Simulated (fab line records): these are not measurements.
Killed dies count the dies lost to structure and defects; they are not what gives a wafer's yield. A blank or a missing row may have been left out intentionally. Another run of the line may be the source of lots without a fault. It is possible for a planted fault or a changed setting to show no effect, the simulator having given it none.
Split-lot trial    flow n5 finfet    route with 1938 steps; 7 lots, 39 wafers read

== ON THE SPLIT ==
At N5_BEOL_M2_ILD_DEP_00 (deposits SiOC from DEMS/O2, target thk 79 nm, time 15.3 s), the setting target thk a was moved away from the recipe's 790 angstrom on 12 of the 39 wafers read, by -40.8% to +36.8%. For the rest of the wafers, this setting stayed at what the recipe calls for.

No step appears in the file between the split and the reading.

== THE READING ==
M2_ILD_THK at N5_BEOL_M2_THK_MEAS_01, in nm. On this fab line, fault-free wafers typically give 79.7 nm with a standard deviation of 1.2 nm.

wafer   tool, chamber at the split  target thk a as run, angstrom  against the recipe  M2_ILD_THK, nm  against lot-mates on the recipe
L075.1  pecvd-02, 2                 790                            recipe              78.9            -
L075.2  pecvd-02, 1                 790                            recipe              79.0            -
L075.3  pecvd-02, 0                 467.4                          -40.8%              48.0            -31.4
L075.4  pecvd-02, 1                 467.4                          -40.8%              47.3            -32.1
L075.5  pecvd-02, 2                 790                            recipe              80.4            -
L075.6  pecvd-02, 0                 467.4                          -40.8%              48.4            -31.0
L084.2  pecvd-01, 2                 790                            recipe              79.2            -
L084.4  pecvd-01, 2                 790                            recipe              81.1            -
L084.6  pecvd-01, 0                 790                            recipe              79.9            -
L086.1  pecvd-02, 1                 790                            recipe              79.6            -
L086.2  pecvd-02, 2                 790                            recipe              78.6            -
L086.3  pecvd-02, 0                 790                            recipe              80.4            -
L086.4  pecvd-02, 0                 790                            recipe              80.8            -
L086.5  pecvd-02, 2                 790                            recipe              81.5            -
L086.6  pecvd-02, 1                 790                            recipe              79.9            -
L089.1  pecvd-02, 2                 1081                           +36.8%              107.9           +27.3
L089.2  pecvd-02, 1                 1081                           +36.8%              108.1           +27.5
L089.3  pecvd-02, 0                 1081                           +36.8%              108.6           +28.0
L089.4  pecvd-02, 2                 790                            recipe              80.2            -
L089.5  pecvd-02, 1,0               790                            recipe              80.8            -
L089.6  pecvd-02, 1,0               790                            recipe              80.8            -
L090.1  pecvd-02, 1                 478                            -39.5%              47.7            -32.7
L090.2  pecvd-02, 2                 478                            -39.5%              47.4            -33.0
L090.3  pecvd-02, 0                 790                            recipe              79.8            -
L090.4  pecvd-02, 0                 790                            recipe              80.8            -
L090.5  pecvd-02, 2                 478                            -39.5%              49.5            -30.9
L090.6  pecvd-02, 1                 790                            recipe              80.7            -
L094.1  pecvd-04, 0,1               790                            recipe              77.1            -
L094.2  pecvd-04, 0,1               790                            recipe              76.9            -
L094.3  pecvd-04, 2                 790                            recipe              78.3            -
L094.4  pecvd-04, 0,1               790                            recipe              78.2            -
L094.5  pecvd-04, 2                 790                            recipe              79.0            -
L094.6  pecvd-04, 0,1               790                            recipe              78.3            -
L092.1  pecvd-02, 2                 1007                           +27.5%              100.5           +20.2
L092.2  pecvd-02, 1,0               1007                           +27.5%              100.6           +20.3
L092.3  pecvd-02, 1,0               1007                           +27.5%              100.6           +20.3
L092.4  pecvd-02, 1                 790                            recipe              79.7            -
L092.5  pecvd-02, 0                 790                            recipe              80.7            -
L092.6  pecvd-02, 2                 790                            recipe              80.4            -
When a row names more than one chamber, that row covers several wafers, and the file does not tell which wafer ran in which chamber.

THE FIT
A straight line over all 39 wafers: M2_ILD_THK changes by +0.78 nm for each +1% of target thk a; r = +1.00; the points scatter about the line by 1.1 nm.
The same after taking each lot's own level away (the mean of its wafers on the recipe; 39 wafers): +0.774 nm for each +1%; r = +1.00; scatter 0.86 nm.
According to that fit, moving target thk a by its largest amount changes the reading by 32 nm.
Measured against the standard deviation above, the lots' own levels, which go from 77.97 to 80.60 nm, span 2.2 times it.
The two slopes agree, so the slope changes little with the lot-to-lot level.
Check: for one of the wafers moved furthest among these (-40.8%), held out of the fit, the line's prediction against its lot-mates is -31.9 nm. It came out at -31.4 nm against them.

== THESE WAFERS: OTHER SPLITS ==
Other splits were also applied to these wafers ahead of the reading. Each is held against what the fit with the lots' levels taken away leaves over:
other split on the same wafers           wafers away from the commonest value  r with M2_ILD_THK (lot level and that fit taken away)
N5_ZERO_LAYER_PECVD_02 time s            15                                    -0.45
N5_FIN_SAQP_ETCH_65 time s               15                                    -0.10
N5_SD_EPI_N_ETCH_16 target depth a       15                                    +0.04
N5_MOL_CONTACT_COAG_PRECLEAN_111 time s  9                                     +0.04

== THE WHOLE CHAIN: every reading that the file lists as answering this split, in the file's order ==
step                    what it does                                               reading                                                                             change (the file's fit)                r (the file's)
N5_BEOL_M2_ILD_DEP_00   deposits SiOC from DEMS/O2, target thk 79 nm, time 15.3 s  SiOC_of_BEOL_M2_ILD_DEP_00.thk nm (the simulator's own value, which no gauge read)  +0.774 nm for each +1% of the setting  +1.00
N5_BEOL_M2_THK_MEAS_01                                                             M2_ILD_THK                                                                          +0.774 for each +1% of the setting     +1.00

== FILE'S OWN FIT ==
M2_ILD_THK changes by +0.774 nm for each +1% of target thk a, r = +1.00.
